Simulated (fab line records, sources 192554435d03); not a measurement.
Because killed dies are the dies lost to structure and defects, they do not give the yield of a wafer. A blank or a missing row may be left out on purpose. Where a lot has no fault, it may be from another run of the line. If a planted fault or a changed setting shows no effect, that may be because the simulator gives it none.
fab line records | flow n5_finfet | part 1 of 2: steps 1 to 25 of 31
record lots=5 | wafers=15 | last_day=19
route steps=1938 shown BEOL_M7@1322 BEOL_M8@1332
lots with no fault: from the same line, run without faults
start_h: the number of hours between the record's first day and the start of the first shown wafer of the lot | wait_h: hours since the lot's step before | " unchanged from the row above | L1.1+2: one row covering several wafers at once | - no value, or no start given | * or withheld: withheld | < > ~ a bound
route shown NAME@n: a module of which the file shows steps, and the number in the route of the first | usual: average and standard deviation across the fault-free wafers | same: alike in all rows | chamber/n: place in a boat | sites: each site's reading | _std_site: their standard deviation | _edge_site: mean of outer sites minus mean of inner sites | radius_mm: how far each site lies from the wafer's centre | mask NAME#n: copy n | behind: the last tool/chamber to shape the wafer | hold: what put the lot on hold/how long, in hours/how the hold closed | device: transistor that didn't switch, given as n, p or np | end of line: the same wafers' tests at the end of the route | a step with no rows: only its recipe | killed: the dies lost at the first sort to structure and to defects; this is not the yield of the wafer | map: dies across one wafer; x = killed, . = not, _ = none there
set.NAME: the run value of the setting; set.NAME@STEP: its run value at that earlier step | model.NAME: the simulator's own value behind a step, which no gauge read
certain route steps with their lots: each step a table, each wafer a row
services: a tool's chamber out of use, with start hour (start_h, from the record's first day; less than 0 if before it), hours out, and reason
## steps
# step N5_BEOL_M7_CVD_78
# recipe material=Co | target_thk_a=20 | temp_c=withheld | precursor=CCTBA/H2 | pressure_torr=30 | time_s=142.3
lot.wafer  | tool      | chamber | start_h | wait_h
L078.2+5+6 | cvd_co-02 | 0,0,1   | 273.04  | 0.0
L081.2+5+6 | cvd_co-01 | 0,0,1   | 300.43  | 0.1
L087.3+4+6 | cvd_co-02 | 0,1,0   | 317.03  | 0.1
L086.2+3+4 | cvd_co-02 | 2,1,0   | 335.63  | 0.1
L093.2+3+5 | cvd_co-02 | 0,2,0   | 370.30  | 0.0
# step N5_BEOL_M7_SPUTTER_48
# recipe material=Cu | target_thk_a=100 | temp_c=-20 | bias_v=60 | power_w=26000 | chamber_pressure_pa=0.13 | time_s=1.667
# usual throttle_valve_pct=29.9/1
lot.wafer | tool           | chamber | start_h | wait_h | throttle_valve_pct
L078.2    | pvd_sputter-01 | -       | 273.21  | 0.1    | 29.7
L078.5    | "              | -       | "       | "      | 31.0
L078.6    | "              | -       | "       | "      | 27.5
L081.2    | pvd_sputter-01 | -       | 300.72  | 0.3    | 30.8
L081.5    | "              | -       | "       | "      | 29.6
L081.6    | "              | -       | "       | "      | 30.8
L087.3    | pvd_sputter-02 | -       | 317.19  | 0.1    | 29.6
L087.4    | "              | -       | "       | "      | 31.5
L087.6    | "              | -       | "       | "      | 29.7
L086.2    | pvd_sputter-01 | -       | 335.90  | 0.2    | 29.7
L086.3    | "              | -       | "       | "      | 27.7
L086.4    | "              | -       | "       | "      | 31.2
L093.2    | pvd_sputter-03 | -       | 370.53  | 0.2    | 28.6
L093.3    | "              | -       | "       | "      | 30.7
L093.5    | "              | -       | "       | "      | 30.6
# step N5_BEOL_M7_ECD_50
# recipe material=Cu | target_thk_a=3000
lot.wafer  | tool      | chamber | start_h | wait_h
L078.2+5+6 | ecd_cu-01 | 1,1,0   | 273.33  | 0.1
L081.2+5+6 | ecd_cu-01 | 1,1,0   | 300.84  | 0.1
L087.3+4+6 | ecd_cu-02 | 0,1,0   | 317.33  | 0.1
L086.2+3+4 | ecd_cu-02 | 1,0,1   | 336.03  | 0.1
L093.2+3+5 | ecd_cu-02 | 1,0,1   | 370.65  | 0.1
# step N5_BEOL_M7_ANNEAL_51
# recipe temp_c=225 | time_s=90 | ambient=N2
# usual anneal_temp_c=225.00/0.17 | wafer_temp_C_max=225.96/0.24
lot.wafer | tool          | chamber | start_h | wait_h | anneal_temp_c | wafer_temp_C_max
L078.2    | rtp_anneal-02 | 0       | 274.04  | 0.7    | 224.85        | 225.97
L078.5    | "             | 0       | "       | "      | 225.06        | 225.91
L078.6    | "             | 0       | "       | "      | 224.96        | 225.87
L081.2    | rtp_anneal-02 | 0       | 300.98  | 0.1    | 224.83        | 226.09
L081.5    | "             | 0       | "       | "      | 224.97        | 225.82
L081.6    | "             | 0       | "       | "      | 224.89        | 226.07
L087.3    | rtp_anneal-02 | 0       | 317.50  | 0.1    | 224.79        | 225.66
L087.4    | "             | 0       | "       | "      | 224.96        | 225.81
L087.6    | "             | 0       | "       | "      | 225.11        | 225.88
L086.2    | rtp_anneal-02 | 0       | 336.17  | 0.1    | 225.02        | 225.88
L086.3    | "             | 0       | "       | "      | 224.96        | 225.54
L086.4    | "             | 0       | "       | "      | 225.19        | 225.63
L093.2    | rtp_anneal-01 | 0       | 371.09  | 0.4    | 225.06        | 225.85
L093.3    | "             | 0       | "       | "      | 225.04        | 226.01
L093.5    | "             | 0       | "       | "      | 225.15        | 226.06
# step N5_BEOL_M7_CMP_52
# recipe stop_on=SiCOH_lowk | t_overpolish_s=6.9 | down_force_psi=1 | platen_rpm=50 | clearing_platen_down_force_psi=1.5 | clearing_platen_rpm=50 | post_cmp_clean=cu_alkaline | target_thk_nm=80 | clearing_platen_pad_velocity_m_s=0.99484 | pad_velocity_m_s=0.99484
# usual barrier_field_endpoint_s=28.7/0.78 | head_pressure_psi=1.0001/0.0024 | motor_current_A=6.1/0.43 | overpolish_run_s=6.899/0.0082 | slurry_flow_ml_min=150.0/0.48 | time_to_endpoint_s=62/3.2
lot.wafer | tool   | chamber | start_h | wait_h | barrier_field_endpoint_s | head_pressure_psi | motor_current_A | overpolish_run_s | slurry_flow_ml_min | time_to_endpoint_s
L078.2    | cmp-04 | 0       | 274.37  | 0.3    | 29.2                     | 0.9986            | 5.9             | 6.902            | 150.6              | 67
L078.6    | "      | 2       | "       | "      | 28.4                     | 1.0027            | 6.6             | 6.902            | 149.1              | 61
L078.5    | "      | 3       | "       | "      | 29.2                     | 0.9989            | 6.5             | 6.892            | 150.4              | 62
L081.2    | cmp-03 | 3       | 301.27  | 0.2    | 29.0                     | 1.0017            | 5.5             | 6.898            | 149.8              | 64
L081.5    | "      | 2       | "       | "      | 29.7                     | 1.0019            | 5.3             | 6.893            | 150.3              | 64
L081.6    | "      | 3       | "       | "      | 29.8                     | 1.0009            | 5.1             | 6.894            | 150.2              | 64
L087.4    | cmp-03 | 0       | 317.71  | 0.1    | 28.3                     | 1.0020            | 5.9             | 6.912            | 149.4              | 62
L087.3    | "      | 1       | "       | "      | 28.2                     | 0.9960            | 6.0             | 6.895            | 150.3              | 55
L087.6    | "      | 0       | "       | "      | 29.2                     | 1.0020            | 5.9             | 6.913            | 149.9              | 61
L086.4    | cmp-01 | 1       | 336.44  | 0.1    | 28.8                     | 0.9983            | 6.0             | 6.875            | 150.0              | 59
L086.2    | "      | 2       | "       | "      | 28.5                     | 1.0030            | 6.8             | 6.899            | 150.0              | 61
L086.3    | "      | 0       | "       | "      | 28.8                     | 1.0010            | 5.9             | 6.894            | 150.3              | 62
L093.2    | cmp-01 | 3       | 371.38  | 0.2    | 30.0                     | 1.0047            | 5.6             | 6.895            | 149.6              | 66
L093.3    | "      | 1       | "       | "      | 28.6                     | 1.0006            | 6.0             | 6.894            | 150.1              | 59
L093.5    | "      | 2       | "       | "      | 29.5                     | 0.9981            | 6.4             | 6.886            | 150.2              | 61
# step N5_BEOL_M7_THK_MEAS_53
# recipe thk_meas_gauge=xrf | reads=Cu_of_BEOL_M7_ECD_50
# usual M7_THK=80.1/1.7
lot.wafer | tool          | chamber | start_h | wait_h | M7_THK[nm]
L078.2    | film_metro-01 | -       | 274.59  | -      | 84.9
L078.5    | "             | -       | "       | "      | 80.8
L078.6    | "             | -       | "       | "      | 80.5
L081.2    | film_metro-01 | -       | 301.53  | -      | 80.2
L081.5    | "             | -       | "       | "      | 80.9
L081.6    | "             | -       | "       | "      | 80.4
L087.3    | film_metro-01 | -       | 318.00  | -      | 76.1
L087.4    | "             | -       | "       | "      | 79.0
L087.6    | "             | -       | "       | "      | 79.1
L086.2    | film_metro-01 | -       | 336.74  | -      | 78.3
L086.3    | "             | -       | "       | "      | 80.7
L086.4    | "             | -       | "       | "      | 79.5
L093.2    | film_metro-01 | -       | 371.64  | -      | 82.0
L093.3    | "             | -       | "       | "      | 80.8
L093.5    | "             | -       | "       | "      | 81.2
# step N5_BEOL_M7_PRE_CLEAN_55
# recipe gas=NH3 | time_s=15 | temp_c=withheld | rf_power_w=300
lot.wafer  | tool     | chamber | start_h | wait_h
L078.2+5+6 | pecvd-04 | 0,1,2   | 274.62  | 0.0
L081.2+5+6 | pecvd-04 | 0,2,0   | 301.56  | 0.0
L087.3+4+6 | pecvd-04 | 1,2,0   | 318.04  | 0.0
L086.2+3+4 | pecvd-04 | 2,0,2   | 336.77  | 0.0
L093.2+3+5 | pecvd-04 | 2,1,0   | 371.68  | 0.0
# step N5_BEOL_M7_DEP_56
# recipe material=SiCN | target_thk_a=100 | temp_c=withheld | precursor=3MS/NH3 | pressure_torr=3 | rf_w=202 | time_s=17.5
# usual showerhead_plenum_p_Torr=3.671/0.018 | throttle_valve_pct=9.0/0.49
lot.wafer | tool     | chamber | start_h | wait_h | showerhead_plenum_p_Torr | throttle_valve_pct
L078.2    | pecvd-04 | 0       | 274.65  | 0.0    | 3.677                    | 9.2
L078.5    | "        | 1       | "       | "      | 3.646                    | 8.7
L078.6    | "        | 2       | "       | "      | 3.683                    | 9.0
L081.2    | pecvd-04 | 0       | 301.59  | 0.0    | 3.677                    | 9.4
L081.5    | "        | 2       | "       | "      | 3.681                    | 8.6
L081.6    | "        | 0       | "       | "      | 3.685                    | 9.4
L087.3    | pecvd-04 | 1       | 318.06  | 0.0    | 3.641                    | 8.6
L087.4    | "        | 2       | "       | "      | 3.688                    | 8.8
L087.6    | "        | 0       | "       | "      | 3.675                    | 9.6
L086.2    | pecvd-04 | 2       | 336.80  | 0.0    | 3.679                    | 8.6
L086.3    | "        | 0       | "       | "      | 3.677                    | 9.4
L086.4    | "        | 2       | "       | "      | 3.677                    | 8.5
L093.2    | pecvd-04 | 2       | 371.70  | 0.0    | 3.689                    | 9.0
L093.3    | "        | 1       | "       | "      | 3.640                    | 8.6
L093.5    | "        | 0       | "       | "      | 3.681                    | 9.5
# step N5_BEOL_M7_RS_MEAS_57
# recipe thk_meas_gauge=four-point-probe | reads=Cu_of_BEOL_M7_ECD_50+Co_of_BEOL_M7_CVD_78+TaN_of_BEOL_M7_ALD_77
# usual M7_RS=0.286/0.0071
lot.wafer | tool          | chamber | start_h | wait_h | M7_RS[ohm/sq]
L078.2    | film_metro-01 | -       | 274.72  | 0.1    | 0.265
L078.5    | "             | -       | "       | "      | 0.282
L078.6    | "             | -       | "       | "      | 0.282
L081.2    | film_metro-01 | -       | 301.66  | 0.1    | 0.285
L081.5    | "             | -       | "       | "      | 0.282
L081.6    | "             | -       | "       | "      | 0.284
L087.3    | film_metro-01 | -       | 318.13  | 0.1    | 0.303
L087.4    | "             | -       | "       | "      | 0.292
L087.6    | "             | -       | "       | "      | 0.290
L086.2    | film_metro-01 | -       | 336.87  | 0.1    | 0.295
L086.3    | "             | -       | "       | "      | 0.284
L086.4    | "             | -       | "       | "      | 0.288
L093.2    | film_metro-02 | -       | 371.77  | 0.1    | 0.278
L093.3    | "             | -       | "       | "      | 0.283
L093.5    | "             | -       | "       | "      | 0.282
# step N5_BEOL_M7_INSPECT_58
# recipe inspect_instrument=darkfield | mode=post_dep
# usual raw_defect_count=65/20
lot.wafer | tool              | chamber | start_h | wait_h | raw_defect_count
L078.2    | defect_inspect-01 | -       | 274.74  | 0.0    | 65
L078.5    | "                 | -       | "       | "      | 90
L078.6    | "                 | -       | "       | "      | 64
L081.2    | defect_inspect-02 | -       | 301.68  | 0.0    | 76
L081.5    | "                 | -       | "       | "      | 83
L081.6    | "                 | -       | "       | "      | 60
L087.3    | defect_inspect-01 | -       | 318.16  | 0.0    | 45
L087.4    | "                 | -       | "       | "      | 84
L087.6    | "                 | -       | "       | "      | 117
L086.2    | defect_inspect-01 | -       | 336.89  | 0.0    | 42
L086.3    | "                 | -       | "       | "      | 41
L086.4    | "                 | -       | "       | "      | 46
L093.2    | defect_inspect-01 | -       | 371.80  | 0.0    | 58
L093.3    | "                 | -       | "       | "      | 29
L093.5    | "                 | -       | "       | "      | 70
# step N5_BEOL_M8_ILD_DEP_00
# recipe material=SiCOH_lowk | target_thk_a=1797.5 | temp_c=300 | precursor=DEMS/porogen | pressure_torr=5 | rf_w=500 | time_s=33.4
# usual heater_power_outer_w=151/40 | heater_power_w=312/49 | showerhead_plenum_p_Torr=5.747/0.02 | throttle_valve_pct=13.7/0.83
lot.wafer | tool     | chamber | start_h | wait_h | heater_power_outer_w | heater_power_w | showerhead_plenum_p_Torr | throttle_valve_pct
L078.2    | pecvd-04 | 1       | 274.81  | 0.1    | 142                  | 306            | 5.706                    | 13.2
L078.5    | "        | 2       | "       | "      | 210                  | 377            | 5.756                    | 13.0
L078.6    | "        | 0       | "       | "      | 138                  | 284            | 5.757                    | 14.6
L081.2    | pecvd-04 | 2       | 301.72  | 0.0    | 226                  | 393            | 5.767                    | 13.6
L081.5    | "        | 0       | "       | "      | 185                  | 351            | 5.755                    | 14.5
L081.6    | "        | 1       | "       | "      | 160                  | 324            | 5.716                    | 13.1
L087.3    | pecvd-01 | 2       | 318.19  | 0.0    | 162                  | 308            | 5.749                    | 12.6
L087.4    | "        | 0       | "       | "      | 120                  | 278            | 5.732                    | 13.3
L087.6    | "        | 2       | "       | "      | 165                  | 319            | 5.759                    | 12.6
L086.2    | pecvd-03 | 2       | 336.93  | 0.0    | 116                  | 253            | 5.756                    | 12.5
L086.3    | "        | 0       | "       | "      | 168                  | 357            | 5.721                    | 14.3
L086.4    | "        | 2       | "       | "      | 113                  | 265            | 5.749                    | 12.7
L093.2    | pecvd-03 | 0       | 371.83  | 0.0    | 146                  | 339            | 5.736                    | 14.2
L093.3    | "        | 2       | "       | "      | 112                  | 265            | 5.751                    | 12.8
L093.5    | "        | 1       | "       | "      | 90                   | 233            | 5.742                    | 14.5
# step N5_BEOL_M8_CURE_74
# recipe temp_c=385 | time_s=240 | ambient=He/Ar | material=SiCOH_lowk
# usual lamp_power_pct=52.32/0.055 | wafer_temp_C_max=386.8/0.64
lot.wafer | tool       | chamber | start_h | wait_h | lamp_power_pct | wafer_temp_C_max
L078.2    | uv_cure-02 | 0       | 274.96  | 0.1    | 52.27          | 387.0
L078.5    | "          | 0       | "       | "      | 52.34          | 387.4
L078.6    | "          | 0       | "       | "      | 52.35          | 386.8
L081.2    | uv_cure-02 | 0       | 301.86  | 0.1    | 52.39          | 387.3
L081.5    | "          | 0       | "       | "      | 52.27          | 386.9
L081.6    | "          | 0       | "       | "      | 52.26          | 387.5
L087.3    | uv_cure-01 | 2       | 318.42  | 0.2    | 52.28          | 387.2
L087.4    | "          | 2       | "       | "      | 52.30          | 386.5
L087.6    | "          | 2       | "       | "      | 52.36          | 387.3
L086.2    | uv_cure-02 | 2       | 337.07  | 0.1    | 52.34          | 386.1
L086.3    | "          | 2       | "       | "      | 52.27          | 386.1
L086.4    | "          | 2       | "       | "      | 52.36          | 386.1
L093.2    | uv_cure-01 | 1       | 372.23  | 0.4    | 52.42          | 386.4
L093.3    | "          | 1       | "       | "      | 52.30          | 386.5
L093.5    | "          | 1       | "       | "      | 52.30          | 386.4
# step N5_BEOL_M8_THK_MEAS_01
# recipe reads=SiCOH_lowk_of_BEOL_M8_ILD_DEP_00
# usual M8_ILD_THK=154.6/2.3
lot.wafer | tool          | chamber | start_h | wait_h | M8_ILD_THK[nm]
L078.2    | film_metro-01 | -       | 275.39  | 0.4    | 152.7
L078.5    | "             | -       | "       | "      | 155.9
L078.6    | "             | -       | "       | "      | 155.8
L081.2    | film_metro-01 | -       | 302.30  | 0.4    | 150.5
L081.5    | "             | -       | "       | "      | 156.2
L081.6    | "             | -       | "       | "      | 158.1
L087.3    | film_metro-02 | -       | 318.77  | 0.3    | 154.4
L087.4    | "             | -       | "       | "      | 151.6
L087.6    | "             | -       | "       | "      | 156.5
L086.2    | film_metro-02 | -       | 337.51  | 0.4    | 153.9
L086.3    | "             | -       | "       | "      | 152.7
L086.4    | "             | -       | "       | "      | 156.9
L093.2    | film_metro-02 | -       | 372.66  | 0.4    | 154.6
L093.3    | "             | -       | "       | "      | 156.0
L093.5    | "             | -       | "       | "      | 157.2
# step N5_BEOL_M8_PECVD_70
# recipe material=SiO2 | target_thk_a=200 | temp_c=400 | precursor=TEOS/O2 | pressure_torr=5.5 | rf_w=450 | teos_flow_sccm=53.8 | gas=O2 | flow_sccm=3000 | time_s=22.7
# usual heater_power_outer_w=442/83 | heater_power_w=727/100 | showerhead_plenum_p_Torr=8.81/0.075 | throttle_valve_pct=22.1/1.3
lot.wafer | tool     | chamber | start_h | wait_h | heater_power_outer_w | heater_power_w | showerhead_plenum_p_Torr | throttle_valve_pct
L078.2    | pecvd-01 | 0       | 275.43  | 0.0    | 457                  | 754            | 8.81                     | 21.6
L078.5    | "        | 1       | "       | "      | 375                  | 655            | 8.99                     | 24.5
L078.6    | "        | 0       | "       | "      | 450                  | 755            | 8.80                     | 21.8
L081.2    | pecvd-03 | 1       | 302.34  | 0.0    | 358                  | 639            | 8.74                     | 23.3
L081.5    | "        | 1       | "       | "      | 363                  | 631            | 8.73                     | 23.6
L081.6    | "        | 2       | "       | "      | 397                  | 668            | 8.85                     | 20.2
L087.3    | pecvd-03 | 1       | 318.81  | 0.0    | 375                  | 655            | 8.74                     | 23.4
L087.4    | "        | 1       | "       | "      | 373                  | 652            | 8.76                     | 23.5
L087.6    | "        | 2       | "       | "      | 386                  | 665            | 8.87                     | 20.4
L086.2    | pecvd-03 | 1       | 337.54  | 0.0    | 332                  | 608            | 8.74                     | 23.2
L086.3    | "        | 2       | "       | "      | 406                  | 690            | 8.85                     | 20.5
L086.4    | "        | 0       | "       | "      | 535                  | 860            | 8.75                     | 22.8
L093.2    | pecvd-01 | 2       | 372.70  | 0.0    | 487                  | 745            | 8.84                     | 20.6
L093.3    | "        | 1       | "       | "      | 350                  | 612            | 8.96                     | 24.5
L093.5    | "        | 0       | "       | "      | 481                  | 799            | 8.80                     | 21.6
# step N5_BEOL_M8_HM_DEP_02
# recipe material=TiN | target_thk_a=200 | temp_c=25 | chamber_pressure_pa=0.49996
# usual throttle_valve_pct=30.1/1
lot.wafer | tool           | chamber | start_h | wait_h | throttle_valve_pct
L078.2    | pvd_sputter-02 | -       | 276.67  | 1.2    | 31.8
L078.5    | "              | -       | "       | "      | 29.8
L078.6    | "              | -       | "       | "      | 32.0
L081.2    | pvd_sputter-02 | -       | 303.80  | 1.4    | 29.5
L081.5    | "              | -       | "       | "      | 29.4
L081.6    | "              | -       | "       | "      | 30.0
L087.3    | pvd_sputter-02 | -       | 319.27  | 0.4    | 29.5
L087.4    | "              | -       | "       | "      | 29.8
L087.6    | "              | -       | "       | "      | 29.9
L086.2    | pvd_sputter-03 | -       | 338.65  | 1.1    | 29.3
L086.3    | "              | -       | "       | "      | 30.8
L086.4    | "              | -       | "       | "      | 28.6
L093.2    | pvd_sputter-02 | -       | 374.91  | 2.2    | 30.5
L093.3    | "              | -       | "       | "      | 29.6
L093.5    | "              | -       | "       | "      | 29.7
# step N5_BEOL_M8_COAT_59
# recipe resist=SOC | temp_c=250 | time_s=60 | spin_rpm=1500 | resist_thk_nm=100
# usual exhaust_pa=45.0/1.1
lot.wafer | tool           | chamber | start_h | wait_h | exhaust_pa
L078.2    | litho_track-03 | 0       | 276.79  | 0.1    | 46.0
L078.5    | "              | 0       | "       | "      | 44.7
L078.6    | "              | 0       | "       | "      | 44.3
L081.2    | litho_track-03 | 0       | 303.93  | 0.1    | 45.4
L081.5    | "              | 0       | "       | "      | 44.6
L081.6    | "              | 0       | "       | "      | 46.4
L087.3    | litho_track-04 | 0       | 319.40  | 0.1    | 46.9
L087.4    | "              | 0       | "       | "      | 45.4
L087.6    | "              | 0       | "       | "      | 46.3
L086.2    | litho_track-03 | 0       | 338.77  | 0.1    | 44.8
L086.3    | "              | 0       | "       | "      | 45.7
L086.4    | "              | 0       | "       | "      | 45.1
L093.2    | litho_track-03 | 0       | 375.04  | 0.1    | 45.5
L093.3    | "              | 0       | "       | "      | 46.0
L093.5    | "              | 0       | "       | "      | 45.5
# step N5_BEOL_M8_COAT_60
# recipe resist=SiARC | temp_c=220 | time_s=60 | spin_rpm=1500 | resist_thk_nm=35
# usual exhaust_pa=45.0/0.85
lot.wafer | tool           | chamber | start_h | wait_h | exhaust_pa
L078.2    | litho_track-03 | 0       | -       | -      | 45.9
L078.5    | "              | 0       | "       | "      | 44.7
L078.6    | "              | 0       | "       | "      | 45.8
L081.2    | litho_track-03 | 0       | -       | -      | 46.2
L081.5    | "              | 0       | "       | "      | 45.1
L081.6    | "              | 0       | "       | "      | 45.2
L087.3    | litho_track-04 | 0       | -       | -      | 44.4
L087.4    | "              | 0       | "       | "      | 44.8
L087.6    | "              | 0       | "       | "      | 45.0
L086.2    | litho_track-03 | 0       | -       | -      | 44.7
L086.3    | "              | 0       | "       | "      | 45.3
L086.4    | "              | 0       | "       | "      | 44.8
L093.2    | litho_track-03 | 0       | -       | -      | 44.5
L093.3    | "              | 0       | "       | "      | 44.5
L093.5    | "              | 0       | "       | "      | 45.8
# step N5_BEOL_M8_COAT_05
# recipe resist=CAR-ArF | spin_rpm=1500 | resist_thk_nm=90
# usual exhaust_pa=45.1/1.1
lot.wafer | tool           | chamber | start_h | wait_h | exhaust_pa
L078.2    | litho_track-03 | 0       | -       | -      | 46.3
L078.5    | "              | 0       | "       | "      | 44.8
L078.6    | "              | 0       | "       | "      | 45.2
L081.2    | litho_track-03 | 0       | -       | -      | 45.5
L081.5    | "              | 0       | "       | "      | 45.8
L081.6    | "              | 0       | "       | "      | 44.9
L087.3    | litho_track-04 | 0       | -       | -      | 43.4
L087.4    | "              | 0       | "       | "      | 45.2
L087.6    | "              | 0       | "       | "      | 42.9
L086.2    | litho_track-03 | 0       | -       | -      | 44.6
L086.3    | "              | 0       | "       | "      | 45.4
L086.4    | "              | 0       | "       | "      | 45.4
L093.2    | litho_track-03 | 0       | -       | -      | 45.0
L093.3    | "              | 0       | "       | "      | 46.2
L093.5    | "              | 0       | "       | "      | 44.3
# step N5_BEOL_M8_EBR_07
# recipe solvent=PGMEA | ebr_width_mm=1.5
# usual exhaust_pa=45.1/0.91
lot.wafer | tool           | chamber | start_h | wait_h | exhaust_pa
L078.2    | litho_track-03 | 0       | -       | -      | 45.2
L078.5    | "              | 0       | "       | "      | 46.6
L078.6    | "              | 0       | "       | "      | 45.9
L081.2    | litho_track-03 | 0       | -       | -      | 44.7
L081.5    | "              | 0       | "       | "      | 44.9
L081.6    | "              | 0       | "       | "      | 44.5
L087.3    | litho_track-04 | 0       | -       | -      | 46.0
L087.4    | "              | 0       | "       | "      | 44.3
L087.6    | "              | 0       | "       | "      | 44.5
L086.2    | litho_track-03 | 0       | -       | -      | 45.4
L086.3    | "              | 0       | "       | "      | 44.5
L086.4    | "              | 0       | "       | "      | 44.4
L093.2    | litho_track-03 | 0       | -       | -      | 45.3
L093.3    | "              | 0       | "       | "      | 44.9
L093.5    | "              | 0       | "       | "      | 45.3
# step N5_BEOL_M8_SOFTBAKE_06
# recipe temp_c=110 | time_s=60 | resist=CAR-ArF
# usual exhaust_pa=44.9/0.79
lot.wafer | tool           | chamber | start_h | wait_h | exhaust_pa
L078.2    | litho_track-03 | 0       | -       | -      | 44.3
L078.5    | "              | 0       | "       | "      | 44.2
L078.6    | "              | 0       | "       | "      | 44.3
L081.2    | litho_track-03 | 0       | -       | -      | 43.5
L081.5    | "              | 0       | "       | "      | 44.6
L081.6    | "              | 0       | "       | "      | 44.1
L087.3    | litho_track-04 | 0       | -       | -      | 44.7
L087.4    | "              | 0       | "       | "      | 45.3
L087.6    | "              | 0       | "       | "      | 46.1
L086.2    | litho_track-03 | 0       | -       | -      | 43.6
L086.3    | "              | 0       | "       | "      | 44.6
L086.4    | "              | 0       | "       | "      | 43.6
L093.2    | litho_track-03 | 0       | -       | -      | 45.9
L093.3    | "              | 0       | "       | "      | 46.0
L093.5    | "              | 0       | "       | "      | 45.8
# step N5_BEOL_M8_EXPOSE_08
# recipe mask_id=M8 | na=1.35 | source_shape=dipole | sigma_inner=0.817 | sigma_outer=0.97 | polarization=te | dose_mj=68.25
lot.wafer  | tool            | chamber | start_h | wait_h | mask
L078.2+5+6 | arfi_scanner-01 | 0       | 277.04  | -      | M8#0
L081.2+5+6 | arfi_scanner-01 | 0       | 304.05  | -      | M8#0
L087.3+4+6 | arfi_scanner-01 | 0       | 319.65  | -      | M8#0
L086.2+3+4 | arfi_scanner-03 | 0       | 339.02  | -      | M8#0
L093.2+3+5 | arfi_scanner-03 | 0       | 375.16  | -      | M8#0
# step N5_BEOL_M8_PEB_09
# recipe peb_temp_c=withheld | peb_time_s=60 | resist=CAR-ArF
# usual exhaust_pa=45.1/0.82
lot.wafer | tool           | chamber | start_h | wait_h | exhaust_pa
L078.2    | litho_track-03 | 0       | 277.10  | 0.0    | 46.2
L078.5    | "              | 0       | "       | "      | 45.1
L078.6    | "              | 0       | "       | "      | 43.8
L081.2    | litho_track-05 | 0       | 304.11  | 0.0    | 45.1
L081.5    | "              | 0       | "       | "      | 44.8
L081.6    | "              | 0       | "       | "      | 44.5
L087.3    | litho_track-05 | 0       | 319.71  | 0.0    | 44.5
L087.4    | "              | 0       | "       | "      | 44.2
L087.6    | "              | 0       | "       | "      | 44.4
L086.2    | litho_track-03 | 0       | 339.08  | 0.0    | 46.0
L086.3    | "              | 0       | "       | "      | 45.8
L086.4    | "              | 0       | "       | "      | 45.4
L093.2    | litho_track-05 | 0       | 375.22  | 0.0    | 45.5
L093.3    | "              | 0       | "       | "      | 45.5
L093.5    | "              | 0       | "       | "      | 44.8
# step N5_BEOL_M8_DEVELOP_10
# recipe develop_time_s=30 | developer=TMAH | resist=CAR-ArF | rinse_liquid=diw | dry=air_spin | dev_temp_c=23
# usual exhaust_pa=44.9/0.96
lot.wafer | tool           | chamber | start_h | wait_h | exhaust_pa
L078.2    | litho_track-03 | 0       | -       | -      | 45.0
L078.5    | "              | 0       | "       | "      | 44.5
L078.6    | "              | 0       | "       | "      | 43.9
L081.2    | litho_track-05 | 0       | -       | -      | 44.6
L081.5    | "              | 0       | "       | "      | 45.1
L081.6    | "              | 0       | "       | "      | 44.5
L087.3    | litho_track-05 | 0       | -       | -      | 43.2
L087.4    | "              | 0       | "       | "      | 44.3
L087.6    | "              | 0       | "       | "      | 45.1
L086.2    | litho_track-03 | 0       | -       | -      | 45.8
L086.3    | "              | 0       | "       | "      | 45.3
L086.4    | "              | 0       | "       | "      | 44.6
L093.2    | litho_track-05 | 0       | -       | -      | 45.4
L093.3    | "              | 0       | "       | "      | 45.6
L093.5    | "              | 0       | "       | "      | 44.4
# step N5_BEOL_M8_CD_MEAS_11
# recipe target_cd_nm=38.5 | landing_energy_ev=500 | detector=se_inlens | polarity=opening
# usual cd_nm=38.4/0.54
lot.wafer | tool      | chamber | start_h | wait_h | cd_nm
L078.2    | cd_sem-03 | 0       | 277.17  | -      | 38.3
L078.5    | "         | 0       | "       | "      | 38.8
L078.6    | "         | 0       | "       | "      | 38.5
L081.2    | cd_sem-01 | 0       | 304.17  | -      | 38.3
L081.5    | "         | 0       | "       | "      | 37.8
L081.6    | "         | 0       | "       | "      | 37.7
L087.3    | cd_sem-02 | 0       | 319.77  | -      | 38.3
L087.4    | "         | 0       | "       | "      | 39.0
L087.6    | "         | 0       | "       | "      | 37.9
L086.2    | cd_sem-02 | 0       | 339.15  | -      | 39.2
L086.3    | "         | 0       | "       | "      | 38.7
L086.4    | "         | 0       | "       | "      | 38.6
L093.2    | cd_sem-03 | 0       | 375.28  | -      | 38.2
L093.3    | "         | 0       | "       | "      | 38.3
L093.5    | "         | 0       | "       | "      | 39.3
# step N5_BEOL_M8_OVL_MEAS_12
# recipe points_per_wafer=44
# usual M8_OVL=0.0/0.65
lot.wafer | tool       | chamber | start_h | wait_h | M8_OVL[nm]
L078.2    | overlay-01 | 0       | 277.20  | 0.0    | -0.7
L078.5    | "          | 0       | "       | "      | -0.9
L078.6    | "          | 0       | "       | "      | -0.9
L081.2    | overlay-02 | 0       | 304.20  | 0.0    | -0.1
L081.5    | "          | 0       | "       | "      | 0.6
L081.6    | "          | 0       | "       | "      | 0.2
L087.3    | overlay-01 | 0       | 319.80  | 0.0    | 0.0
L087.4    | "          | 0       | "       | "      | -0.2
L087.6    | "          | 0       | "       | "      | -0.3
L086.2    | overlay-02 | 0       | 339.18  | 0.0    | 0.4
L086.3    | "          | 0       | "       | "      | -0.2
L086.4    | "          | 0       | "       | "      | 0.6
L093.2    | overlay-01 | 0       | 375.31  | 0.0    | 1.4
L093.3    | "          | 0       | "       | "      | 1.3
L093.5    | "          | 0       | "       | "      | 1.1
